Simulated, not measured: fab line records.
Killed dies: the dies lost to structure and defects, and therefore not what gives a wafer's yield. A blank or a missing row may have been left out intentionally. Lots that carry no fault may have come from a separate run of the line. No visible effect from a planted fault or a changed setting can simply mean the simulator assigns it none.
The tool behind it: which one? || flow nand_harc || 7 lots, 21 wafers sampled, at 3 steps of a route of 1302

## WHAT THE GAUGES SHOWED, per wafer
NHARC_A_BONDPAD_INSPECT_23.
{"lot": "L379", "measured": "day 23 16:17", "on": "defect_inspect-02", "raw_defect_count": "557 443 539"}
{"lot": "L387", "measured": "day 27 02:22", "on": "defect_inspect-02", "raw_defect_count": "431 551 368"}
{"lot": "L392", "measured": "day 29 02:39", "on": "defect_inspect-01", "raw_defect_count": "412 484 460"}
{"lot": "L394", "measured": "day 30 16:06", "on": "defect_inspect-02", "raw_defect_count": "513 479 572"}
{"lot": "L396", "measured": "day 31 08:02", "on": "defect_inspect-02", "raw_defect_count": "507 637 395"}
{"lot": "L398", "measured": "day 31 23:52", "on": "defect_inspect-02", "raw_defect_count": "447 590 615"}
{"lot": "L400", "measured": "day 33 03:38", "on": "defect_inspect-02", "raw_defect_count": "660 575 523"}

## WHICH TOOL RAN EACH LOT (tool, then ch and the chambers of the sampled wafers, then the start)
{"lot": "L379", "NHARC_A_BONDPAD_PVD_17": "pvd_sputter-02, day 23 15:31 or earlier", "NHARC_A_BONDPAD_ANNEAL_28": "rtp_anneal-02 ch 0, day 23 15:31"}
{"lot": "L387", "NHARC_A_BONDPAD_PVD_17": "pvd_sputter-01, day 27 01:33 or earlier", "NHARC_A_BONDPAD_ANNEAL_28": "rtp_anneal-01 ch 0, day 27 01:33"}
{"lot": "L392", "NHARC_A_BONDPAD_PVD_17": "pvd_sputter-02, day 29 01:46 or earlier", "NHARC_A_BONDPAD_ANNEAL_28": "rtp_anneal-02 ch 0, day 29 01:46"}
{"lot": "L394", "NHARC_A_BONDPAD_PVD_17": "pvd_sputter-02, day 30 15:14 or earlier", "NHARC_A_BONDPAD_ANNEAL_28": "rtp_anneal-01 ch 0, day 30 15:14"}
{"lot": "L396", "NHARC_A_BONDPAD_PVD_17": "pvd_sputter-02, day 31 07:10 or earlier", "NHARC_A_BONDPAD_ANNEAL_28": "rtp_anneal-02 ch 0, day 31 07:10"}
{"lot": "L398", "NHARC_A_BONDPAD_PVD_17": "pvd_sputter-01, day 31 23:00 or earlier", "NHARC_A_BONDPAD_ANNEAL_28": "rtp_anneal-02 ch 0, day 31 23:00"}
{"lot": "L400", "NHARC_A_BONDPAD_PVD_17": "pvd_sputter-01, day 33 02:44 or earlier", "NHARC_A_BONDPAD_ANNEAL_28": "rtp_anneal-01 ch 0, day 33 02:44"}
- NHARC_A_BONDPAD_PVD_17: deposits TaN, target thk 5 nm, time 8.06 s.
- NHARC_A_BONDPAD_ANNEAL_28: time 90 s.

## THE ANSWER, worked out from the rows above alone
Rule: the lots themselves supply what counts as usual. The widest of any qualifying gaps counts: lots, ordered by their means at a reading, are off when they make up no more than a third of the lots, leave a main group of 4 or more, and stand apart from it by 3 or more times the standard deviation of that group's means. The tables above print the reading to a certain number of digits; a main group whose means all agree to those digits is not used. A lot without any number at a reading at which 4 lots or more have one is off too. The other lots that the step has rows for count as sound.
No lot is off on any of the readings shown, so nothing can be concluded from this.

## WHAT THE SIMULATOR HAD PUT IN
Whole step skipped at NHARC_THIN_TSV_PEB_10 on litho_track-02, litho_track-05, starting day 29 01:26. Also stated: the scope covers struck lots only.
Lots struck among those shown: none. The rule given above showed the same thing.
